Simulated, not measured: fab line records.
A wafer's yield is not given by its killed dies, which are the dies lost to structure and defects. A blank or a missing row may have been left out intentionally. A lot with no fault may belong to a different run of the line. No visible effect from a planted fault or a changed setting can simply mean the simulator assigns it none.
Struck lot and sound lot, side by side / flow n5_finfet / 13 steps out of a route of 1938
Sound: wafers L747.1, L747.5, L747.6. Struck: wafer L757.4 (L757.2, L757.3, from the same lot, were not struck and are left out); the cause is given at the end.
Order at every step that has rows: each side's tool, ch and its chambers, its first start. Under that, the readings that differ: sound wafers / struck wafers / difference of the means / sigmas: that difference in standard deviations of wafers without a fault.
alike: a reading whose means differ by less than 2 such deviations, as well as words and numbers matching on both sides. not compared: withheld readings; readings where some wafer has no value; bounds like >300 that might hide an equal value; numbers whose values overlap and for which the record gives no deviation.
A row with sigmas, a row that says differs or no value, or rows on one side alone: a step with any of these is where the two part. Numbers that have no deviation but don't overlap get no sigmas and don't part them. Lack of a reading on every wafer of one side parts them only where that side has two or more wafers.

N5_BEOL_M15_DESCUM_33: chemistry O2, time 7.9 s.
  sound on rie_diel-05 ch 1,2, day 11 08:21; struck on rie_diel-05 ch 1, day 13 12:45
  alike: drypump_motor_current_A, oes_product_au, rf_vpp_V, showerhead_plenum_p_Torr, throttle_valve_pct
  not compared: rf_hours_counter_h
N5_BEOL_M15_ETCH_61: etches BARC in N2/H2, target depth 89 nm, overetch 26.7 nm, time 67.9 s.
  sound on rie_diel-05 ch 1,2, day 11 08:23; struck on rie_diel-05 ch 1, day 13 12:47
reading=bias_w (W); sound=149.6 149.6 150.2; struck=150.7; difference=+0.9; sigmas=+2
  alike: drypump_motor_current_A, oes_product_au, rf_vpp_V, showerhead_plenum_p_Torr, throttle_valve_pct
  not compared: rf_hours_counter_h
then, 1 step without rows for these wafers: N5_BEOL_M15_TRENCH_ETCH_34 (etches SiO2 in C4F8/O2/Ar, target depth 872.93 nm, time 199 s).
N5_BEOL_M15_STRIP_36: strips in O2.
  sound on rie_diel-01 ch 0,2, day 11 09:20; struck on rie_diel-05 ch 1, day 13 13:55
  alike: drypump_motor_current_A, oes_product_au, rf_vpp_V, showerhead_plenum_p_Torr, throttle_valve_pct
  not compared: rf_hours_counter_h
then, 1 step without rows for these wafers: N5_BEOL_M15_STRIP_62 (strips in O2).
N5_BEOL_M15_STRIP_37: strips in O2.
  sound: rie_diel-01 ch 0,2; struck: rie_diel-05 ch 1
  alike: drypump_motor_current_A, oes_product_au, rf_vpp_V, showerhead_plenum_p_Torr, throttle_valve_pct
  not compared: rf_hours_counter_h
then, 3 steps without rows for these wafers: N5_BEOL_M15_ETCH_38 (etches SiCN in CF4/N2, target depth 106.4 nm, time 120.5 s); N5_BEOL_M15_PRECLEAN_39 (cleans in residue remover, time 60 s); N5_BEOL_M15_SRD_40 (time 30 s, dry time 30 s).
N5_BEOL_M15_DEGAS_41: time 60 s.
  sound on pvd_sputter-02, day 11 10:06; struck on pvd_sputter-01, day 13 14:32
  alike: heater_power_w
then, 1 step without rows for these wafers: N5_BEOL_M15_PRE_CLEAN_42 (time 30 s).
N5_BEOL_M15_SPUTTER_43: material TaN, target thk 15 nm, time 24.19 s.
  sound on pvd_sputter-02, day 11 10:11; struck on pvd_sputter-01, day 13 14:37
reading=model.TaN_of_BEOL_M15_SPUTTER_43.thk_nm (nm); sound=15.2 15 15; struck=14; difference=-1; sigmas=
  alike: throttle_valve_pct
then, 1 step without rows for these wafers: N5_BEOL_M15_SPUTTER_44 (material Ta, target thk 15 nm, time 24.19 s).

WHERE THEY PART
Only at N5_BEOL_M15_ETCH_61, within this record. Later steps at which nothing parts them and some readings are alike: N5_BEOL_M15_STRIP_36, N5_BEOL_M15_STRIP_37, N5_BEOL_M15_DEGAS_41, N5_BEOL_M15_SPUTTER_43.

WHY: the cause the simulator had injected
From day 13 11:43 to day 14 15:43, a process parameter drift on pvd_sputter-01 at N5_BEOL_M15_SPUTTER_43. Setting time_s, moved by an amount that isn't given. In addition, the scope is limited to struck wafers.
